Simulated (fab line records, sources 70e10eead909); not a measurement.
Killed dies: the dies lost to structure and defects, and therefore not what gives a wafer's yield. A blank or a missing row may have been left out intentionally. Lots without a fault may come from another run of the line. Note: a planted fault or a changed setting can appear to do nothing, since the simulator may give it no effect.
fab line records + flow nand_harc
record
- lots=13
- wafers=39
- last_day=33
route steps=1302 shown A_WL_FILL@953 END@1302
lots that met no fault: from a run of the same line without faults
start_h: start of the lot's first displayed wafer, in hours after the record's first day + wait_h: how many hours have passed since the lot's step before this one + " repeats the value in the row above + L1.1+2: a single row standing in for several wafers + - no value present, or no start provided + * or withheld: withheld + < > ~ a bound
route shown NAME@n: a module of which the file shows steps, and the number in the route of the first + usual: mean and standard deviation over wafers with no fault + same: alike in all rows + chamber/n: place in a boat + sites: each site's reading + _std_site: standard deviation of those values + _edge_site: the outer-site mean with the inner-site mean subtracted + radius_mm: how far each site lies from the wafer's centre + mask NAME#n: copy n + behind: the tool/chamber that last shaped the wafer + hold: cause of the lot's hold/its duration in hours/its outcome + device: whichever transistor did not switch (one of n, p or np) + end of line: at the end of the route, the tests of the same wafers + a step with no rows: only its recipe + killed: count of dies lost to structure and defects at first sort (not the wafer's yield) + map: dies across one wafer; x = killed, . = not, _ = none there
set.NAME: the setting that was run; set.NAME@STEP: the one run at that earlier step + model.NAME: the simulator's own value behind a step, which no gauge read
a sample of lots followed through the steps of the route, with each step as a table and each wafer as a row
services: when a tool's chamber went out of use (start_h, in hours from the record's first day, below 0 if earlier), for how many hours, and the reason
## steps
# step NHARC_A_WL_FILL_RTA_01
# recipe
- temp_c=1000
- time_s=5
# usual
- lamp_power_pct=27.5/1
- lamp_zone_3_pct=27.5/1
- lamp_zone_6_pct=27.5/1
- wafer_temp_C_max=1008.5/1.4
| lot.wafer | tool          | chamber | start_h | wait_h | lamp_power_pct | lamp_zone_3_pct | lamp_zone_6_pct | wafer_temp_C_max |
|-----------|---------------|---------|---------|--------|----------------|-----------------|-----------------|------------------|
| L681.3    | rtp_anneal-01 | 0       | 459.06  | -      | 26.7           | 26.7            | 26.6            | 1011.3           |
| L681.4    | "             | 0       | "       | "      | 26.6           | 26.7            | 26.7            | 1007.7           |
| L681.6    | "             | 0       | "       | "      | 26.7           | 26.7            | 26.6            | 1008.0           |
| L683.4    | rtp_anneal-01 | 0       | 475.76  | -      | 26.7           | 26.7            | 26.6            | 1009.0           |
| L683.5    | "             | 0       | "       | "      | 26.6           | 26.6            | 26.6            | 1008.2           |
| L683.6    | "             | 0       | "       | "      | 26.6           | 26.7            | 26.6            | 1007.4           |
| L684.1    | rtp_anneal-02 | 0       | 482.81  | 0.2    | 28.8           | 28.8            | 28.7            | 1007.9           |
| L684.2    | "             | 0       | "       | "      | 28.7           | 28.8            | 28.7            | 1008.9           |
| L684.4    | "             | 0       | "       | "      | 28.8           | 28.7            | 28.7            | 1007.7           |
| L686.1    | rtp_anneal-01 | 0       | 510.39  | -      | 26.7           | 26.6            | 26.6            | 1010.7           |
| L686.3    | "             | 0       | "       | "      | 26.7           | 26.7            | 26.6            | 1007.7           |
| L686.5    | "             | 0       | "       | "      | 26.7           | 26.6            | 26.6            | 1007.3           |
| L687.1    | rtp_anneal-02 | 0       | 510.40  | -      | 28.7           | 28.7            | 28.7            | 1007.0           |
| L687.4    | "             | 0       | "       | "      | 28.7           | 28.8            | 28.7            | 1007.9           |
| L687.5    | "             | 0       | "       | "      | 28.7           | 28.8            | 28.7            | 1011.9           |
| L688.1    | rtp_anneal-02 | 0       | 526.64  | -      | 28.7           | 28.7            | 28.6            | 1007.7           |
| L688.2    | "             | 0       | "       | "      | 28.7           | 28.7            | 28.7            | 1010.5           |
| L688.4    | "             | 0       | "       | "      | 28.8           | 28.7            | 28.7            | 1007.6           |
| L689.1    | rtp_anneal-01 | 0       | 547.81  | -      | 26.7           | 26.7            | 26.7            | 1008.8           |
| L689.4    | "             | 0       | "       | "      | 26.7           | 26.7            | 26.6            | 1010.3           |
| L689.6    | "             | 0       | "       | "      | 26.7           | 26.6            | 26.7            | 1009.9           |
| L690.1    | rtp_anneal-01 | 0       | 555.08  | -      | 26.7           | 26.7            | 26.6            | 1008.5           |
| L690.4    | "             | 0       | "       | "      | 26.6           | 26.7            | 26.6            | 1008.4           |
| L690.6    | "             | 0       | "       | "      | 26.7           | 26.7            | 26.6            | 1007.1           |
| L698.2    | rtp_anneal-02 | 0       | 622.15  | -      | 28.8           | 28.8            | 28.6            | 1009.4           |
| L698.3    | "             | 0       | "       | "      | 28.7           | 28.7            | 28.6            | 1008.2           |
| L698.5    | "             | 0       | "       | "      | 28.7           | 28.7            | 28.7            | 1009.1           |
| L697.1    | rtp_anneal-01 | 0       | 634.29  | -      | 26.7           | 26.6            | 26.6            | 1008.0           |
| L697.2    | "             | 0       | "       | "      | 26.6           | 26.7            | 26.6            | 1007.5           |
| L697.6    | "             | 0       | "       | "      | 26.6           | 26.7            | 26.6            | 1007.9           |
| L700.4    | rtp_anneal-01 | 0       | 657.71  | -      | 26.7           | 26.7            | 26.7            | 1006.5           |
| L700.5    | "             | 0       | "       | "      | 26.7           | 26.7            | 26.6            | 1010.5           |
| L700.6    | "             | 0       | "       | "      | 26.7           | 26.7            | 26.7            | 1007.7           |
| L702.1    | rtp_anneal-01 | 0       | 669.93  | -      | 26.7           | 26.6            | 26.7            | 1010.7           |
| L702.2    | "             | 0       | "       | "      | 26.7           | 26.8            | 26.6            | 1008.6           |
| L702.6    | "             | 0       | "       | "      | 26.7           | 26.7            | 26.7            | 1010.3           |
| L704.1    | rtp_anneal-02 | 0       | 689.01  | -      | 28.7           | 28.7            | 28.7            | 1011.4           |
| L704.2    | "             | 0       | "       | "      | 28.7           | 28.7            | 28.7            | 1006.4           |
| L704.5    | "             | 0       | "       | "      | 28.7           | 28.8            | 28.7            | 1007.9           |
# step NHARC_A_WL_FILL_ALD_02
# recipe
- target_thk_a=20
- pulse_time_s=3
- ald_cycles=100
- temp_c=450
- material=TiN
# usual
- heater_power_w=1050/93
- precursor_pulse_height_rel=1.000/0.016
| lot.wafer | tool         | chamber | start_h | wait_h | heater_power_w | precursor_pulse_height_rel |
|-----------|--------------|---------|---------|--------|----------------|----------------------------|
| L681.3    | ald_metal-01 | 0       | 459.22  | 0.1    | 947            | 1.003                      |
| L681.4    | "            | 2       | "       | "      | 1081           | 1.002                      |
| L681.6    | "            | 0       | "       | "      | 968            | 1.012                      |
| L683.4    | ald_metal-01 | 3       | 476.01  | 0.2    | 1091           | 0.990                      |
| L683.5    | "            | 0       | "       | "      | 982            | 0.981                      |
| L683.6    | "            | 1       | "       | "      | 965            | 0.982                      |
| L684.1    | ald_metal-01 | 1       | 483.05  | 0.2    | 980            | 0.999                      |
| L684.2    | "            | 2       | "       | "      | 1108           | 1.024                      |
| L684.4    | "            | 0       | "       | "      | 993            | 0.983                      |
| L686.1    | ald_metal-04 | 3       | 510.61  | 0.2    | 1060           | 1.027                      |
| L686.3    | "            | 2       | "       | "      | 854            | 0.989                      |
| L686.5    | "            | 0       | "       | "      | 1144           | 1.008                      |
| L687.1    | ald_metal-01 | 2       | 511.14  | 0.6    | 1091           | 0.993                      |
| L687.4    | "            | 3       | "       | "      | 1083           | 1.002                      |
| L687.5    | "            | 3       | "       | "      | 1098           | 1.014                      |
| L688.4    | ald_metal-02 | 3       | 527.03  | 0.2    | 1056           | 0.996                      |
| L688.2    | "            | 0       | "       | "      | 1178           | 0.980                      |
| L688.1    | "            | 2       | "       | "      | 1144           | 1.004                      |
| L689.1    | ald_metal-02 | 3       | 548.02  | 0.2    | 1062           | 0.986                      |
| L689.6    | "            | 1       | "       | "      | 992            | 0.976                      |
| L689.4    | "            | 2       | "       | "      | 1187           | 1.005                      |
| L690.1    | ald_metal-01 | 0       | 555.37  | 0.3    | 989            | 1.007                      |
| L690.4    | "            | 1       | "       | "      | 989            | 1.006                      |
| L690.6    | "            | 3       | "       | "      | 1074           | 1.030                      |
| L698.2    | ald_metal-02 | 0       | 622.34  | 0.2    | 1201           | 1.010                      |
| L698.3    | "            | 3       | "       | "      | 1053           | 1.017                      |
| L698.5    | "            | 0       | "       | "      | 1247           | 1.004                      |
| L697.2    | ald_metal-02 | 3       | 634.50  | 0.2    | 1032           | 1.015                      |
| L697.1    | "            | 0       | "       | "      | 1200           | 1.003                      |
| L697.6    | "            | 3       | "       | "      | 1060           | 1.019                      |
| L700.4    | ald_metal-02 | 2       | 658.04  | 0.3    | 1165           | 0.984                      |
| L700.5    | "            | 3       | "       | "      | 1061           | 0.976                      |
| L700.6    | "            | 0       | "       | "      | 1232           | 0.970                      |
| L702.1    | ald_metal-02 | 1       | 670.14  | 0.2    | 1013           | 1.001                      |
| L702.2    | "            | 0       | "       | "      | 1246           | 1.002                      |
| L702.6    | "            | 1       | "       | "      | 995            | 0.964                      |
| L704.1    | ald_metal-01 | 0       | 689.22  | 0.2    | 983            | 1.038                      |
| L704.2    | "            | 1       | "       | "      | 989            | 1.010                      |
| L704.5    | "            | 0       | "       | "      | 987            | 1.015                      |
# step NHARC_A_WL_FILL_ETCHBACK_04
# recipe
- target_depth_a=600
- time_s=120
- chemistry=NF3
# usual
- drypump_motor_current_A=5.9/0.51
- oes_product_au=0.997/0.0079
- run_length_s=141.2/0.55
| lot.wafer | tool         | chamber | start_h | wait_h | drypump_motor_current_A | oes_product_au | rf_hours_counter_h | run_length_s |
|-----------|--------------|---------|---------|--------|-------------------------|----------------|--------------------|--------------|
| L681.4    | rie_metal-01 | 1       | 460.39  | 0.3    | 4.8                     | 0.998          | -                  | 140.6        |
| L681.3    | "            | 0       | "       | "      | 5.8                     | 0.980          | -                  | 140.9        |
| L681.6    | "            | 0       | "       | "      | 5.8                     | 0.991          | -                  | 141.3        |
| L683.4    | rie_metal-03 | 0       | 476.90  | 0.4    | 6.5                     | 0.979          | -                  | 142.0        |
| L683.5    | "            | 0       | "       | "      | 6.5                     | 0.984          | -                  | 141.7        |
| L683.6    | "            | 0       | "       | "      | 6.5                     | 0.990          | -                  | 142.3        |
| L684.2    | rie_metal-01 | 1       | 483.86  | 0.3    | 4.8                     | 0.997          | 1.5                | 141.1        |
| L684.1    | "            | 0       | "       | "      | 5.8                     | 1.003          | 1.5                | 141.0        |
| L684.4    | "            | 0       | "       | "      | 5.8                     | 0.991          | -                  | 141.0        |
| L686.1    | rie_metal-02 | 0       | 511.46  | 0.4    | 5.5                     | 1.006          | 0.8                | 141.0        |
| L686.3    | "            | 1       | "       | "      | 6.0                     | 1.000          | -                  | 142.3        |
| L686.5    | "            | 0       | "       | "      | 5.5                     | 0.998          | -                  | 141.3        |
| L687.1    | rie_metal-03 | 1       | 511.98  | 0.3    | 6.1                     | 1.002          | 3.3                | 140.7        |
| L687.4    | "            | 1       | "       | "      | 6.0                     | 0.997          | -                  | 140.6        |
| L687.5    | "            | 0       | "       | "      | 6.5                     | 1.000          | -                  | 141.6        |
| L688.1    | rie_metal-02 | 0       | 527.84  | 0.3    | 5.5                     | 1.012          | 1.1                | 141.2        |
| L688.2    | "            | 1       | "       | "      | 6.0                     | 0.988          | 1.1                | 142.1        |
| L688.4    | "            | 1       | "       | "      | 6.0                     | 1.002          | -                  | 141.7        |
| L689.1    | rie_metal-03 | 1       | 549.21  | 0.3    | 6.0                     | 1.013          | 0.1                | 140.5        |
| L689.4    | "            | 1       | "       | "      | 6.0                     | 1.003          | -                  | 140.5        |
| L689.6    | "            | 0       | "       | "      | 6.5                     | 0.988          | -                  | 142.0        |
| L690.1    | rie_metal-01 | 0       | 556.10  | 0.3    | 5.8                     | 0.999          | 2.7                | 141.2        |
| L690.4    | "            | 1       | "       | "      | 4.8                     | 1.000          | -                  | 141.2        |
| L690.6    | "            | 0       | "       | "      | 5.8                     | 0.991          | -                  | 141.1        |
| L698.2    | rie_metal-03 | 0       | 623.18  | 0.4    | 6.5                     | 0.993          | 1.2                | 141.7        |
| L698.3    | "            | 1       | "       | "      | 6.0                     | 0.991          | -                  | 140.4        |
| L698.5    | "            | 0       | "       | "      | 6.5                     | 0.992          | -                  | 141.7        |
| L697.1    | rie_metal-03 | 1       | 635.31  | 0.3    | 6.0                     | 0.991          | 1.5                | 140.6        |
| L697.2    | "            | 0       | "       | "      | 6.5                     | 0.994          | 1.5                | 56.6         |
| L697.6    | "            | 1       | "       | "      | 6.0                     | 1.002          | -                  | 140.6        |
| L700.4    | rie_metal-03 | 1       | 658.86  | 0.3    | 6.1                     | 0.997          | -                  | 140.5        |
| L700.5    | "            | 0       | "       | "      | 6.5                     | 0.998          | -                  | 56.5         |
| L700.6    | "            | 1       | "       | "      | 6.0                     | 0.998          | -                  | 140.4        |
| L702.2    | rie_metal-01 | 1       | 670.96  | 0.3    | 4.8                     | 1.006          | 1.2                | 140.9        |
| L702.1    | "            | 0       | "       | "      | 5.8                     | 0.994          | 1.2                | 141.1        |
| L702.6    | "            | 1       | "       | "      | 4.8                     | 1.004          | -                  | 140.7        |
| L704.1    | rie_metal-02 | 1       | 690.04  | 0.3    | 6.0                     | 1.006          | 0.9                | 142.0        |
| L704.2    | "            | 0       | "       | "      | 5.5                     | 0.995          | 0.9                | 140.9        |
| L704.5    | "            | 1       | "       | "      | 6.0                     | 0.995          | -                  | 141.9        |
# step NHARC_A_WL_FILL_STRIP_27
# recipe
- power_w=1500
- temp_c=250
- time_s=20
- chemistry=N2/H2
# usual
- drypump_motor_current_A=5.5/0.3
- heater_power_w=339/18
| lot.wafer | tool            | chamber | start_h | wait_h | drypump_motor_current_A | heater_power_w | rf_hours_counter_h |
|-----------|-----------------|---------|---------|--------|-------------------------|----------------|--------------------|
| L681.4    | plasma_asher-02 | 0       | 460.75  | 0.1    | 5.8                     | 321            | -                  |
| L681.3    | "               | 1       | "       | "      | 5.8                     | 329            | -                  |
| L681.6    | "               | 0       | "       | "      | 5.8                     | 309            | -                  |
| L683.4    | plasma_asher-01 | 0       | 477.42  | 0.2    | 5.3                     | 350            | -                  |
| L683.6    | "               | 1       | "       | "      | 5.1                     | 344            | -                  |
| L683.5    | "               | 0       | "       | "      | 5.4                     | 342            | -                  |
| L684.1    | plasma_asher-01 | 1       | 484.24  | 0.1    | 5.1                     | 341            | 28                 |
| L684.2    | "               | 0       | "       | "      | 5.3                     | 346            | 28                 |
| L684.4    | "               | 1       | "       | "      | 5.1                     | 339            | -                  |
| L686.1    | plasma_asher-02 | 1       | 511.82  | 0.1    | 5.8                     | 328            | 16                 |
| L686.3    | "               | 0       | "       | "      | 5.8                     | 328            | -                  |
| L686.5    | "               | 1       | "       | "      | 5.9                     | 331            | -                  |
| L687.1    | plasma_asher-01 | 0       | 512.35  | 0.1    | 5.3                     | 361            | 35                 |
| L687.4    | "               | 0       | "       | "      | 5.4                     | 354            | -                  |
| L687.5    | "               | 0       | "       | "      | 5.3                     | 354            | -                  |
| L688.2    | plasma_asher-01 | 1       | 528.22  | 0.1    | 5.1                     | 338            | 0                  |
| L688.1    | "               | 0       | "       | "      | 5.3                     | 377            | 0                  |
| L688.4    | "               | 1       | "       | "      | 5.1                     | 344            | -                  |
| L689.1    | plasma_asher-02 | 0       | 549.56  | 0.1    | 5.8                     | 325            | 26                 |
| L689.4    | "               | 1       | "       | "      | 5.8                     | 336            | -                  |
| L689.6    | "               | 0       | "       | "      | 5.8                     | 323            | -                  |
| L690.1    | plasma_asher-01 | 0       | 556.50  | 0.1    | 5.3                     | 376            | 6                  |
| L690.4    | "               | 1       | "       | "      | 5.1                     | 344            | -                  |
| L690.6    | "               | 1       | "       | "      | 5.2                     | 341            | -                  |
| L698.2    | plasma_asher-01 | 0       | 624.10  | 0.7    | 5.4                     | 377            | 22                 |
| L698.3    | "               | 1       | "       | "      | 5.1                     | 341            | -                  |
| L698.5    | "               | 0       | "       | "      | 5.3                     | 366            | -                  |
| L697.2    | plasma_asher-02 | 0       | 635.79  | 0.1    | 5.8                     | 326            | 4                  |
| L697.1    | "               | 1       | "       | "      | 5.8                     | 338            | 4                  |
| L697.6    | "               | 0       | "       | "      | 5.8                     | 330            | -                  |
| L700.4    | plasma_asher-02 | 1       | 659.20  | 0.2    | 5.8                     | 334            | -                  |
| L700.5    | "               | 0       | "       | "      | 5.8                     | 330            | -                  |
| L700.6    | "               | 1       | "       | "      | 5.8                     | 331            | -                  |
| L702.1    | plasma_asher-01 | 1       | 671.34  | 0.1    | 5.1                     | 337            | 31                 |
| L702.2    | "               | 0       | "       | "      | 5.3                     | 375            | 31                 |
| L702.6    | "               | 1       | "       | "      | 5.1                     | 341            | -                  |
| L704.1    | plasma_asher-01 | 1       | 690.42  | 0.1    | 5.0                     | 350            | 35                 |
| L704.2    | "               | 0       | "       | "      | 5.3                     | 383            | 35                 |
| L704.5    | "               | 1       | "       | "      | 5.1                     | 342            | -                  |
# step NHARC_END_SORT_01
# recipe
- temp_c=25
# usual
- killed_at_array=60/21
- killed_at_other=1.0/1.2
- killed_at_periphery=4.2/2.8
- killed_dies=65/20
- killed_open=3.1/1.8
- killed_short=2.6/1.6
# same
- gross_dies=677
| lot.wafer | tool      | chamber | start_h | wait_h | killed_at_array | killed_at_other | killed_at_periphery | killed_dies | killed_open | killed_short |
|-----------|-----------|---------|---------|--------|-----------------|-----------------|---------------------|-------------|-------------|--------------|
| L697.1    | prober-02 | 0       | 735.54  | 2.5    | 80              | 0               | 8                   | 88          | 4           | 2            |
| L697.2    | prober-02 | 0       | 736.34  | 2.8    | 673             | 0               | 4                   | 677         | 2           | 4            |
| L697.6    | prober-02 | 0       | 739.56  | 4.0    | 91              | 0               | 6                   | 97          | 3           | 4            |
| L700.4    | prober-01 | 0       | 773.41  | 3.4    | 48              | 0               | 5                   | 53          | 3           | 2            |
| L700.5    | prober-01 | 0       | 774.23  | 3.7    | 668             | 0               | 9                   | 677         | 4           | 3            |
| L700.6    | prober-01 | 0       | 775.04  | 4.1    | 44              | 0               | 12                  | 56          | 3           | 2            |
# killed by level:class
L697.1 A_SLIT:chamber_film_flake=34 A_CHANNEL_HOLE_D1:chamber_film_flake=22 A_CHANNEL_HOLE_D2:chamber_film_flake=11 A_CONTACT:chamber_film_flake=7 P_STI:chamber_film_flake=4 P_CONTACT:geometric_particle:short=1 P_CONTACT:geometric_particle:open=1 P_M1:geometric_particle:open=1
L697.2 A_WL_FILL:area_etchback=593 A_CHANNEL_HOLE_D1:chamber_film_flake=27 A_CHANNEL_HOLE_D2:chamber_film_flake=21 A_SLIT:chamber_film_flake=19 A_CONTACT:chamber_film_flake=5 A_STAIRCASE:chamber_film_flake=3 P_CONTACT:geometric_particle:short=2 A_ONON_D2:geometric_particle:short=1
L697.6 A_CHANNEL_HOLE_D1:chamber_film_flake=37 A_SLIT:chamber_film_flake=29 A_CHANNEL_HOLE_D2:chamber_film_flake=12 A_CONTACT:chamber_film_flake=7 P_ZERO_WELL:chamber_film_flake=3 A_ONON_D2:geometric_particle:short=2 P_M1:chamber_film_flake=2 P_M0:geometric_particle:open=1
L700.4 A_CHANNEL_HOLE_D2:chamber_film_flake=25 A_SLIT:chamber_film_flake=8 A_CONTACT:chamber_film_flake=5 A_CHANNEL_HOLE_D1:chamber_film_flake=4 P_BONDPAD:chamber_film_flake=2 P_GATE:chamber_film_flake=2 P_M1:geometric_particle:open=1 A_CHANNEL_FILL_D1:geometric_particle:short=1
L700.5 A_WL_FILL:area_etchback=620 A_CHANNEL_HOLE_D2:chamber_film_flake=21 A_SLIT:chamber_film_flake=9 P_GATE:chamber_film_flake=5 A_CHANNEL_HOLE_D1:chamber_film_flake=5 A_CONTACT:chamber_film_flake=4 P_CONTACT:geometric_particle:open=3 A_STAIRCASE:chamber_film_flake=3
L700.6 A_CHANNEL_HOLE_D2:chamber_film_flake=16 A_CONTACT:chamber_film_flake=11 P_GATE:chamber_film_flake=7 A_SLIT:chamber_film_flake=7 A_CHANNEL_HOLE_D1:chamber_film_flake=4 A_STAIRCASE:chamber_film_flake=3 P_M0:geometric_particle:open=2 P_BONDPAD:chamber_film_flake=2
## services
| tool            | chamber | start_h | hours | kind       |
|-----------------|---------|---------|-------|------------|
| rie_metal-02    | -       | 454.00  | 9.0   | pm         |
| ald_metal-01    | -       | 454.64  | 1.9   | repair     |
| rie_metal-03    | -       | 454.92  | 0.6   | repair     |
| ald_metal-04    | -       | 474.00  | 10.0  | pm         |
| rie_metal-03    | 1       | 476.65  | 3.3   | repair     |
| plasma_asher-01 | -       | 519.00  | 9.0   | pm         |
| plasma_asher-01 | 0       | 519.00  | 9.0   | vent_cycle |
| plasma_asher-01 | 1       | 519.00  | 9.0   | vent_cycle |
| rie_metal-03    | -       | 519.00  | 9.0   | pm         |
| plasma_asher-02 | -       | 519.02  | 5.1   | repair     |
| ald_metal-01    | -       | 526.00  | 10.0  | pm         |
| plasma_asher-01 | 0       | 528.00  | -     | clean      |
| plasma_asher-01 | 1       | 528.00  | -     | clean      |
| ald_metal-02    | 0       | 546.73  | 13.6  | repair     |
| rie_metal-01    | 1       | 556.61  | 7.8   | repair     |
| rie_metal-01    | -       | 575.00  | 9.0   | pm         |
| rie_metal-01    | 1       | 598.20  | 1.6   | repair     |
| plasma_asher-02 | -       | 603.29  | 9.0   | pm         |
| ald_metal-01    | -       | 608.65  | 0.4   | repair     |
| ald_metal-02    | -       | 610.00  | 10.0  | pm         |
| ald_metal-01    | -       | 619.36  | 1.4   | repair     |
| rie_metal-02    | -       | 631.00  | 9.0   | pm         |
| ald_metal-04    | -       | 652.00  | 10.0  | pm         |
| rie_metal-01    | -       | 666.97  | 0.9   | repair     |
## key
first_sign
- step=NHARC_A_WL_FILL_ETCHBACK_04
- reading=run_length_s
- direction=down
- sigmas=99+
- usual=*
- struck=*
effect
- step=NHARC_END_SORT_01
- reading=killed_dies
- direction=up
- sigmas=31
- usual=65
- struck=677
more_kills_born_at
- NHARC_A_WL_FILL_ETCHBACK_04@rie_metal-03=1213
met_at NHARC_A_WL_FILL_ETCHBACK_04
struck_lots L697,L700
struck_wafers L697.2,L700.5
later_rows_left_out L697.2,L700.5
tester_left_out L697,L700
not_acting_at NHARC_A_WL_FILL_RTA_01,NHARC_A_WL_FILL_ALD_02,NHARC_A_WL_FILL_STRIP_27
onset_between 623.18 635.31
fault
- kind=process_parameter_drift
- tool=rie_metal-03
- chamber=0
- onset_h=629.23
- steps=NHARC_A_WL_FILL_ETCHBACK_04
- channel=time_s
- offset=*
- shape=step
- end_h=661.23
- acts_in=*
- stated=*
# tester_left_out: of these lots the tester's yield and bins aren't shown, on N5 and GAA mostly nor the transistor test; their killed dies are dies lost to structure and defects alone, not to doping, threshold or leakage, so they don't give the yield
# later_rows_left_out: the simulator's readings of these wafers behind a module that went badly wrong aren't trusted and aren't shown, but for the sort
